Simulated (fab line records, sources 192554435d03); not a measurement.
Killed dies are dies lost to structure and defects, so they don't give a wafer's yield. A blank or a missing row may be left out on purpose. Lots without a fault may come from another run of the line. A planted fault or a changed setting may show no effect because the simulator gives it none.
One fault seen from 2 desks | flow n5_finfet | each desk has only its own numbers; what lay behind them comes last

THE TOOL OWNER'S DESK: litho_track-04
The tool's own readings at N5_BEOL_M1_COAT_76 (time 60 s, resist thk 5 nm): means of the sampled wafers that have a number, for each lot that ran on this tool. A lot is out of limits, marked OUT, if its mean lies more than 4 standard deviations from the usual mean; the brackets give that distance.
Columns: A = heater_power_total_W at N5_BEOL_M1_COAT_76, usual 391.8 W; B = run_length_s at N5_BEOL_M1_COAT_76, usual 66.24 s
lot  | first seen here | A               | B
L321 | day 6 14:56     | 391.5           | 66.29
L329 | day 8 11:31     | 392.1           | 66.31
L331 | day 9 06:54     | 424.3 (+23) OUT | 59.18 (-59) OUT
L332 | day 9 09:32     | 408.7 (+12) OUT | 62.89 (-28) OUT
This desk's finding: out of limits on L331, L332; first on L331, day 9 06:54 (heater_power_total_W at N5_BEOL_M1_COAT_76). In limits: L321, L329.

THE METROLOGY DESK
What the gauges read, lot by lot, whatever tool the lot ran on: means of the sampled wafers that have a number. A lot is out of limits, marked OUT, if its mean lies more than 4 standard deviations from the usual mean; the brackets give that distance. Of its 11 readings 7 are shown: those that lie furthest out on some lot.
Columns: A = M1_OVL at N5_BEOL_M1_OVL_MEAS_12, usual -0.1 nm; B = DIBL_N at N5_BEOL_M4_RC_MEAS_101, usual 36.4 mV/V; C = DIBL_P at N5_BEOL_M4_RC_MEAS_101, usual 36.4 mV/V; D = IOFF_N at N5_BEOL_M4_RC_MEAS_101, usual 0.156 nA/um; E = ION_P at N5_BEOL_M4_RC_MEAS_101, usual 463 uA/um; F = SS_N at N5_BEOL_M4_RC_MEAS_101, usual 71.6 mV/dec; G = VT_P at N5_BEOL_M4_RC_MEAS_101, usual -250.3 mV
lot  | first seen here | A    | B    | C    | D     | E   | F    | G
L321 | day 6 13:56     | 0.1  | 35.2 | 36.3 | 0.156 | 458 | 71.2 | -248.4
L322 | day 7 05:11     | -0.1 | 35.9 | 34.7 | 0.159 | 457 | 71.7 | -251.8
L323 | day 7 05:28     | 0.5  | 34.6 | 35.4 | 0.129 | 471 | 71.2 | -248.8
L329 | day 8 10:55     | 0.1  | 37.6 | 38.1 | 0.167 | 455 | 72.0 | -252.9
L331 | day 9 06:05     | 1.4  | 35.4 | 35.6 | 0.133 | 459 | 71.4 | -253.7
L332 | day 9 08:57     | -0.5 | 38.5 | 34.9 | 0.151 | 463 | 71.0 | -250.2
L339 | day 11 01:07    | -0.2 | 35.4 | 35.3 | 0.142 | 467 | 71.4 | -249.2
L340 | day 11 10:40    | -0.8 | 37.5 | 37.4 | 0.179 | 465 | 71.9 | -250.6
L341 | day 11 20:06    | 0.1  | 36.6 | 37.2 | 0.168 | 470 | 72.0 | -249.5
This desk's finding: nothing out of limits on any of the 9 lots.

PUT TOGETHER
The tool owner's desk could have raised an alarm at day 9 06:54, on L331, L332.
The metrology desk saw nothing out of limits.
The metrology desk has L331, L332 on record, within its limits.
Of the lots named, all ran N5_BEOL_M1_COAT_76 on litho_track-04.

WHAT THE SIMULATOR HAD PUT IN
Process parameter drift: litho_track-04, from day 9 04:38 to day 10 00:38, at N5_BEOL_M1_COAT_76. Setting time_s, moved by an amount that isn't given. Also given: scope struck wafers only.
Lots struck among those shown: L331, L332.
Hours from the fault's start to each desk's first reading out of limits: the tool owner's desk, 2.
